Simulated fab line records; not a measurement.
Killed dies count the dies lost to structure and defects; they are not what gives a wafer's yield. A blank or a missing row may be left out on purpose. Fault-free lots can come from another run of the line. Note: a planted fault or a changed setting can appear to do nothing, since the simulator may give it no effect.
Lot-split experiment ; flow n5_finfet ; 21 wafers read across 7 lots, on a route 1938 steps long

## ON THE SPLIT
At N5_PMOS_HMC_CHANNEL_EPI_HM_DEP_34 (deposits SiO2 from TEOS/O2, target thk 36 nm, time 6.9 s), the setting time_s was moved away from the recipe's 6.9 s on 7 of the 21 wafers read, by -14.4% to +13.3%. The other wafers ran this setting at the recipe's value.

Reading taken at the split's own step.

## THE READING
SiO2_of_PMOS_HMC_CHANNEL_EPI_HM_DEP_34.thk_nm (the simulator's own value, which no gauge read), in nm, at N5_PMOS_HMC_CHANNEL_EPI_HM_DEP_34 (deposits SiO2 from TEOS/O2, target thk 36 nm, time 6.9 s). There is no usual value for it anywhere in the file. Here, 14 wafers ran the recipe; their average is 35.78 nm with a standard deviation of 0.4 nm.

wafer;tool, chamber at the split;time_s as run, s;against the recipe;SiO2_of_PMOS_HMC_CHANNEL_EPI_HM_DEP_34.thk_nm, nm;against lot-mates on the recipe
L074.2;pecvd-03, 0;6.9;recipe;35.84;-
L074.4;pecvd-03, 0;7.818;+13.3%;40.74;+4.90
L074.5;pecvd-03, 2;7.818;+13.3%;40.97;+5.13
L076.1;pecvd-04, 1;6.9;recipe;36.05;-
L076.2;pecvd-04, 2;6.13;-11.2%;31.58;-4.56
L076.6;pecvd-04, 2;6.9;recipe;36.24;-
L077.2;pecvd-03, 2;5.907;-14.4%;30.52;-5.85
L077.4;pecvd-03, 0;6.9;recipe;36.37;-
L077.6;pecvd-03, 1;5.907;-14.4%;31.02;-5.35
L082.2;pecvd-04, 0;6.9;recipe;35.46;-
L082.3;pecvd-04, 2;6.9;recipe;35.34;-
L082.4;pecvd-04, 1;6.9;recipe;35.58;-
L083.1;pecvd-04, 0;7.695;+11.5%;39.77;+3.92
L083.3;pecvd-04, 1;6.9;recipe;35.85;-
L083.4;pecvd-04, 1;7.695;+11.5%;40.82;+4.97
L090.1;pecvd-04, 1;6.9;recipe;36.1;-
L090.2;pecvd-04, 0;6.9;recipe;35.68;-
L090.6;pecvd-04, 0;6.9;recipe;36.13;-
L095.1;pecvd-03, 1;6.9;recipe;34.78;-
L095.4;pecvd-03, 2;6.9;recipe;35.6;-
L095.6;pecvd-03, 0;6.9;recipe;35.93;-

FIT RESULTS
A straight line over all 21 wafers: SiO2_of_PMOS_HMC_CHANNEL_EPI_HM_DEP_34.thk_nm changes by +0.371 nm for each +1% of time_s; r = +0.99; the points scatter about the line by 0.41 nm.
The same after taking each lot's own level away (the mean of its wafers on the recipe; 21 wafers): +0.387 nm for each +1%; r = +1.00; scatter 0.3 nm.
According to that fit, moving time_s by its largest amount changes the reading by 5.6 nm.
Measured against the standard deviation above, the lots' own levels, which go from 35.437 to 36.370 nm, span 2.3 times it.
Consequently the slope shifts little with the lot-to-lot level, the two slopes agreeing.
Check: with one of the wafers moved furthest among these (-14.4%) left out of the fit, the line predicts -5.52 nm for it against its lot-mates. Against them it came out at -5.85 nm.

## THE OTHER SPLITS THESE WAFERS WENT THROUGH
Other splits were also applied to these wafers ahead of the reading. Each is held against what the fit with the lots' levels taken away leaves over:
other split on the same wafers;wafers away from the commonest value;r with SiO2_of_PMOS_HMC_CHANNEL_EPI_HM_DEP_34.thk_nm (lot level and that fit taken away)
N5_WELL_APT_COAT_02 spin_rpm;3;-0.06
N5_WELL_APT_EXPOSE_05 dose_mj;6;+0.08

## FILE'S OWN FIT
SiO2_of_PMOS_HMC_CHANNEL_EPI_HM_DEP_34.thk_nm changes by +0.389 nm for each +1% of time_s, r = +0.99.
